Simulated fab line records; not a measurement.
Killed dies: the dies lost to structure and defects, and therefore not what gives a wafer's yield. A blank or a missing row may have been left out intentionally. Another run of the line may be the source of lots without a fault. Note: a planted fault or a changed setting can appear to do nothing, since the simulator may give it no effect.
What tool caused it? || flow n5-finfet || 11 lots, 33 wafers sampled, at 3 steps of a route of 1938

== WHAT THE GAUGES SHOWED, per wafer ==
N5_BEOL_M11_INSPECT_13: inspects for defects (brightfield). Usual: raw-defect-count 434, standard deviation 96.
{"lot": "L644", "measured": "day 10 20:05", "on": "defect-inspect-02", "raw-defect-count": "477 503 469", "flag": ""}
{"lot": "L645", "measured": "day 11 05:25", "on": "defect-inspect-01", "raw-defect-count": "448 456 510", "flag": ""}
{"lot": "L646", "measured": "day 11 13:55", "on": "defect-inspect-02", "raw-defect-count": "270 356 339", "flag": ""}
{"lot": "L647", "measured": "day 11 23:07", "on": "defect-inspect-02", "raw-defect-count": "415 352 413", "flag": ""}
{"lot": "L650", "measured": "day 12 14:41", "on": "defect-inspect-01", "raw-defect-count": "284 295 449", "flag": ""}
{"lot": "L659", "measured": "day 14 14:04", "on": "defect-inspect-02", "raw-defect-count": "446 437 376", "flag": ""}
{"lot": "L660", "measured": "day 14 14:28", "on": "defect-inspect-01", "raw-defect-count": "330 361 353", "flag": ""}
{"lot": "L663", "measured": "day 15 07:12", "on": "defect-inspect-01", "raw-defect-count": "312 355 493", "flag": ""}
{"lot": "L661", "measured": "day 15 07:40", "on": "defect-inspect-02", "raw-defect-count": "522 304 513", "flag": ""}
{"lot": "L664", "measured": "day 16 06:25", "on": "defect-inspect-01", "raw-defect-count": "542 844 406", "flag": ""}
{"lot": "L666", "measured": "day 16 19:43", "on": "defect-inspect-02", "raw-defect-count": "553 464 587", "flag": ""}

== WHICH TOOL RAN EACH LOT (tool, then ch and the chambers of the sampled wafers, then the start) ==
{"lot": "L644", "N5_BEOL_M10_DEP_56": "pecvd-04 ch 0,1, day 10 18:48", "N5_BEOL_M11_COAT_59": "litho-track-05 ch 0, day 10 19:47"}
{"lot": "L645", "N5_BEOL_M10_DEP_56": "pecvd-04 ch 0,2, day 11 03:49", "N5_BEOL_M11_COAT_59": "litho-track-02 ch 0, day 11 04:59"}
{"lot": "L646", "N5_BEOL_M10_DEP_56": "pecvd-01 ch 0,1,2, day 11 10:57", "N5_BEOL_M11_COAT_59": "litho-track-02 ch 0, day 11 13:29"}
{"lot": "L647", "N5_BEOL_M10_DEP_56": "pecvd-04 ch 0,1,2, day 11 20:19", "N5_BEOL_M11_COAT_59": "litho-track-02 ch 0, day 11 22:42"}
{"lot": "L650", "N5_BEOL_M10_DEP_56": "pecvd-01 ch 0,1, day 12 12:26", "N5_BEOL_M11_COAT_59": "litho-track-02 ch 0, day 12 14:23"}
{"lot": "L659", "N5_BEOL_M10_DEP_56": "pecvd-01 ch 1,2, day 14 11:17", "N5_BEOL_M11_COAT_59": "litho-track-01 ch 0, day 14 13:46"}
{"lot": "L660", "N5_BEOL_M10_DEP_56": "pecvd-04 ch 0,2, day 14 11:23", "N5_BEOL_M11_COAT_59": "litho-track-05 ch 0, day 14 14:10"}
{"lot": "L663", "N5_BEOL_M10_DEP_56": "pecvd-04 ch 0,1,2, day 15 05:47", "N5_BEOL_M11_COAT_59": "litho-track-02 ch 0, day 15 06:54"}
{"lot": "L661", "N5_BEOL_M10_DEP_56": "pecvd-04 ch 0,1,2, day 15 06:05", "N5_BEOL_M11_COAT_59": "litho-track-02 ch 0, day 15 07:14"}
{"lot": "L664", "N5_BEOL_M10_DEP_56": "pecvd-02 ch 0,1,2, day 16 02:52", "N5_BEOL_M11_COAT_59": "litho-track-02 ch 0, day 16 06:00"}
{"lot": "L666", "N5_BEOL_M10_DEP_56": "pecvd-04 ch 0,1,2, day 16 17:11", "N5_BEOL_M11_COAT_59": "litho-track-01 ch 0, day 16 19:18"}
- N5_BEOL_M10_DEP_56: deposits SiCN from 3MS/NH3, target thk 15 nm, time 26.5 s.
- N5_BEOL_M11_COAT_59: time 60 s, resist thk 100 nm.

== AS READ BY THE TOOLS THEMSELVES (means over the sampled wafers that have a number; for cases with no such wafer, the mark the record gives instead) ==
N5_BEOL_M10_DEP_56. Usual: chamber-pressure-Torr 2.999 Torr, standard deviation 0.0072; showerhead-plenum-p-Torr 3.660 Torr, standard deviation 0.013; throttle-valve-pct 8.8 %, standard deviation 0.45.
{"lot": "L644", "tool": "pecvd-04", "chamber-pressure-Torr (Torr)": 2.994, "showerhead-plenum-p-Torr (Torr)": 3.671, "throttle-valve-pct (%)": 8.7, "flag": ""}
{"lot": "L645", "tool": "pecvd-04", "chamber-pressure-Torr (Torr)": 2.995, "showerhead-plenum-p-Torr (Torr)": 3.665, "throttle-valve-pct (%)": 8.2, "flag": ""}
{"lot": "L646", "tool": "pecvd-01", "chamber-pressure-Torr (Torr)": 3.001, "showerhead-plenum-p-Torr (Torr)": 3.656, "throttle-valve-pct (%)": 8.4, "flag": ""}
{"lot": "L647", "tool": "pecvd-04", "chamber-pressure-Torr (Torr)": 3.001, "showerhead-plenum-p-Torr (Torr)": 3.666, "throttle-valve-pct (%)": 8.7, "flag": ""}
{"lot": "L650", "tool": "pecvd-01", "chamber-pressure-Torr (Torr)": 3.000, "showerhead-plenum-p-Torr (Torr)": 3.642, "throttle-valve-pct (%)": 8.7, "flag": ""}
{"lot": "L659", "tool": "pecvd-01", "chamber-pressure-Torr (Torr)": 2.992, "showerhead-plenum-p-Torr (Torr)": 3.646, "throttle-valve-pct (%)": 8.7, "flag": ""}
{"lot": "L660", "tool": "pecvd-04", "chamber-pressure-Torr (Torr)": 3.004, "showerhead-plenum-p-Torr (Torr)": 3.664, "throttle-valve-pct (%)": 8.3, "flag": ""}
{"lot": "L663", "tool": "pecvd-04", "chamber-pressure-Torr (Torr)": 2.993, "showerhead-plenum-p-Torr (Torr)": 3.670, "throttle-valve-pct (%)": 8.7, "flag": ""}
{"lot": "L661", "tool": "pecvd-04", "chamber-pressure-Torr (Torr)": 3.001, "showerhead-plenum-p-Torr (Torr)": 3.665, "throttle-valve-pct (%)": 9.0, "flag": ""}
{"lot": "L664", "tool": "pecvd-02", "chamber-pressure-Torr (Torr)": 3.003, "showerhead-plenum-p-Torr (Torr)": 3.659, "throttle-valve-pct (%)": 9.1, "flag": ""}
{"lot": "L666", "tool": "pecvd-04", "chamber-pressure-Torr (Torr)": 3.002, "showerhead-plenum-p-Torr (Torr)": 3.668, "throttle-valve-pct (%)": 8.8, "flag": ""}

N5_BEOL_M11_COAT_59. Usual: spin-speed-rpm 1500.0 rpm, standard deviation 0.93.
{"lot": "L644", "tool": "litho-track-05", "spin-speed-rpm (rpm)": 1500.2, "flag": ""}
{"lot": "L645", "tool": "litho-track-02", "spin-speed-rpm (rpm)": 1499.6, "flag": ""}
{"lot": "L646", "tool": "litho-track-02", "spin-speed-rpm (rpm)": 1499.9, "flag": ""}
{"lot": "L647", "tool": "litho-track-02", "spin-speed-rpm (rpm)": 1180.8, "flag": "OFF"}
{"lot": "L650", "tool": "litho-track-02", "spin-speed-rpm (rpm)": 1180.9, "flag": "OFF"}
{"lot": "L659", "tool": "litho-track-01", "spin-speed-rpm (rpm)": 1498.7, "flag": ""}
{"lot": "L660", "tool": "litho-track-05", "spin-speed-rpm (rpm)": 1499.9, "flag": ""}
{"lot": "L663", "tool": "litho-track-02", "spin-speed-rpm (rpm)": 1499.3, "flag": ""}
{"lot": "L661", "tool": "litho-track-02", "spin-speed-rpm (rpm)": 1500.2, "flag": ""}
{"lot": "L664", "tool": "litho-track-02", "spin-speed-rpm (rpm)": 1500.4, "flag": ""}
{"lot": "L666", "tool": "litho-track-01", "spin-speed-rpm (rpm)": 1498.5, "flag": ""}

== THE ANSWER, worked out from the rows above alone ==
Rule: take the mean of a lot's wafers that have a number; if it is more than 3 standard deviations from the usual mean, the lot is off. Also off: a lot with no number at a reading for which 4 or more lots have one. The other lots that the step has rows for count as sound. After the gauges, taken in route order, come the tools' own readings; for these a lot's mean is taken, as printed above. At the first step where some lot is off, the reading lying furthest off is the one used; lots without a number count as furthest.
Off: L647, L650, at N5_BEOL_M11_COAT_59 (spin-speed-rpm).
If a tool, at that step or one of the process steps before it, ran each lot that is off and ran no sound lot following the first of them, it fits. Of those tried, none fits.

== WHAT WAS PUT IN BY THE SIMULATOR ==
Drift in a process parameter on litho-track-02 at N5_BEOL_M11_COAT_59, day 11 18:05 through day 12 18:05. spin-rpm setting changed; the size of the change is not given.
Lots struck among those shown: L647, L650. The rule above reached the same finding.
